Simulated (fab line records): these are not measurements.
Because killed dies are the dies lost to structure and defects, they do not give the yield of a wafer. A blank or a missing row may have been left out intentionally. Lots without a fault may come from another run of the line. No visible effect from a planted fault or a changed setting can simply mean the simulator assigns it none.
Struck lot and sound lot, side by side    flow nand_harc    14 steps out of a route of 1302
Sound: wafers L910.1, L910.2, L910.3. Wafers L923.1, L923.2, L923.3 were the ones struck. The cause is named last.
Each step with rows lists, per side, the tool, then ch with its chambers, then its first start. Under that, the readings that differ: sound wafers    struck wafers    difference of the means    sigmas: that difference in standard deviations of wafers without a fault.
alike: a reading whose means differ by less than 2 such deviations, as well as words and numbers matching on both sides. not compared: withheld readings; readings where some wafer has no value; bounds like >300 that might hide an equal value; numbers whose values overlap and for which the record gives no deviation.
Wherever a step has rows on one side only, a row that says differs or no value, or a row with sigmas, the two part there. Numbers that have no deviation but don't overlap get no sigmas and don't part them. A reading missing from all wafers of one side parts the sides only when that side holds two or more wafers.

first, 7 steps without rows for these wafers: NHARC_A_CHANNEL_HOLE_D1_COAT_37 (time 65 s); NHARC_A_CHANNEL_HOLE_D1_COAT_04 (resist thk 90 nm); NHARC_A_CHANNEL_HOLE_D1_SOFTBAKE_05 (time 55 s); NHARC_A_CHANNEL_HOLE_D1_EBR_06; NHARC_A_CHANNEL_HOLE_D1_EXPOSE_07 (exposes mask HOLE D1, target cd 100 nm); NHARC_A_CHANNEL_HOLE_D1_PEB_08 (peb time 65 s); NHARC_A_CHANNEL_HOLE_D1_DEVELOP_09 (develop time 35 s).
NHARC_A_CHANNEL_HOLE_D1_CD_MEAS_10 targets a cd of 100 nm.
  sound on cd_sem-03 ch 0, day 8 15:46; struck on cd_sem-01 ch 0, day 13 17:31
reading     sound              struck           difference  sigmas
cd_nm (nm)  100.9 101.2 101.4  99.8 100.2 99.6  -1.3        -2
NHARC_A_CHANNEL_HOLE_D1_OVL_MEAS_11:
  sound on overlay-02 at day 8 15:50; struck on overlay-02 at day 13 17:36
  alike: overlay_x_nm, overlay_y_nm
NHARC_A_CHANNEL_HOLE_D1_INSPECT_12:
  sound on defect_inspect-02 at day 8 15:53; struck on defect_inspect-02 at day 13 17:38
  alike: raw_defect_count
NHARC_A_CHANNEL_HOLE_D1_DESCUM_15: chemistry O2, time 3 s.
  sound on rie_diel-01 ch 0,2,3, day 8 15:56; struck on rie_diel-01 ch 0,1,2, day 13 17:42
reading                 sound     struck  difference  sigmas
rf_hours_counter_h (h)  11 10 11  8 8 8   -3          
  alike: drypump_motor_current_A, mfc_ar_sccm, oes_product_au, rf_vpp_V, showerhead_plenum_p_Torr, throttle_valve_pct
NHARC_A_CHANNEL_HOLE_D1_ETCH_38: etches the open film in CF4, target depth 39 nm, time 65 s.
  sound on rie_diel-01 ch 0,2,3, day 8 16:02; struck on rie_diel-01 ch 0,2,3, day 13 17:47
reading                 sound     struck  difference  sigmas
rf_hours_counter_h (h)  10 11 11  8 8 9   -2          
  alike: drypump_motor_current_A, mfc_ar_sccm, oes_product_au, rf_vpp_V, run_length_s, showerhead_plenum_p_Torr, throttle_valve_pct
NHARC_A_CHANNEL_HOLE_D1_ETCH_39: etches the open film in N2/H2, target depth 260 nm, time 325 s.
  sound on rie_diel-01 ch 0,2,3, day 8 16:09; struck on rie_diel-01 ch 0,2,3, day 13 17:53
reading                 sound              struck             difference  sigmas
rf_hours_counter_h (h)  10 11 11           8 9 8              -2          
run_length_s (s)        346.4 345.3 345.7  264.4 262.8 263.0  -82.4       -99 or more
  alike: drypump_motor_current_A, mfc_ar_sccm, n2_flow_sccm, oes_product_au, rf_vpp_V, showerhead_plenum_p_Torr, throttle_valve_pct
NHARC_A_CHANNEL_HOLE_D1_ETCH_34: etches the open film in CF4/CHF3, target depth 154 nm, time 77 s.
  sound on rie_diel-01 ch 0,2,3; struck on rie_diel-01 ch 0,1,2
reading                 sound     struck  difference  sigmas
rf_hours_counter_h (h)  11 10 12  8 8 9   -3          
  alike: drypump_motor_current_A, mfc_ar_sccm, oes_product_au, rf_vpp_V, run_length_s, showerhead_plenum_p_Torr, throttle_valve_pct

WHERE THEY PART
First at NHARC_A_CHANNEL_HOLE_D1_CD_MEAS_10; last, within this record, at NHARC_A_CHANNEL_HOLE_D1_ETCH_39. Later steps at which nothing parts them and some readings are alike: NHARC_A_CHANNEL_HOLE_D1_ETCH_34.

WHY: what had been put in by the simulator
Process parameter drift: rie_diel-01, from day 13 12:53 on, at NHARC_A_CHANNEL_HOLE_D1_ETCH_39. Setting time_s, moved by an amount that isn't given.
